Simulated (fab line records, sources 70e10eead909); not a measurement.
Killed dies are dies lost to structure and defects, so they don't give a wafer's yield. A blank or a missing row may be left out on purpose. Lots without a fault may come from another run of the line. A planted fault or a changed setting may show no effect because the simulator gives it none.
Chamber matching | flow nand_harc | NHARC_A_STAIRCASE_ETCH_271 on rie_diel-04: 4 sister chambers
The step etches the open film in CF4/CHF3. 7 wafers are shown with their chamber, then 8 later ones without.

WAFERS WITH THEIR CHAMBER
wafer  | chamber | drypump_motor_current_A (A) | showerhead_plenum_p_Torr (Torr)
L079.5 | 0       | 6.6                         | 1.60
L082.5 | 3       | 5.6                         | 1.47
L084.6 | 2       | 5.6                         | 1.53
L086.1 | 1       | 5.7                         | 1.58
L086.4 | 3       | 5.6                         | 1.46
L086.6 | 2       | 5.5                         | 1.53
L088.2 | 1       | 5.6                         | 1.57

WAFERS WITHOUT THEIR CHAMBER
wafer  | drypump_motor_current_A (A) | showerhead_plenum_p_Torr (Torr)
L088.3 | 5.6                         | 1.53
L088.5 | 6.6                         | 1.59
L094.1 | 5.5                         | 1.53
L094.4 | 5.6                         | 1.57
L094.5 | 5.6                         | 1.57
L097.1 | 6.6                         | 1.58
L097.4 | 5.6                         | 1.53
L097.5 | 5.6                         | 1.52

WHICH CHAMBER EACH WENT THROUGH
wafer  | from the rows above | in truth
L088.3 | 2                   | 2
L088.5 | 0                   | 0
L094.1 | 2                   | 2
L094.4 | 1                   | 1
L094.5 | 1                   | 1
L097.1 | 0                   | 0
L097.4 | 2                   | 2
L097.5 | 2                   | 2
Placed correctly: 8 of 8. Can't be placed from these rows: 0. Placed wrongly: 0.
How it was worked out, from the rows above alone: a wafer's distance from a chamber is the root of the sum, over the readings, of the square of ((its reading less the chamber's mean) divided by the reading's scatter). The wafer belongs to the nearest chamber; if the next one is less than 2 further off, it can't be placed. A chamber's mean is the mean of its shown wafers. The scatter: the root of (the sum of the squares of (reading less its chamber's mean) over the shown wafers, divided by (wafers less chambers)).
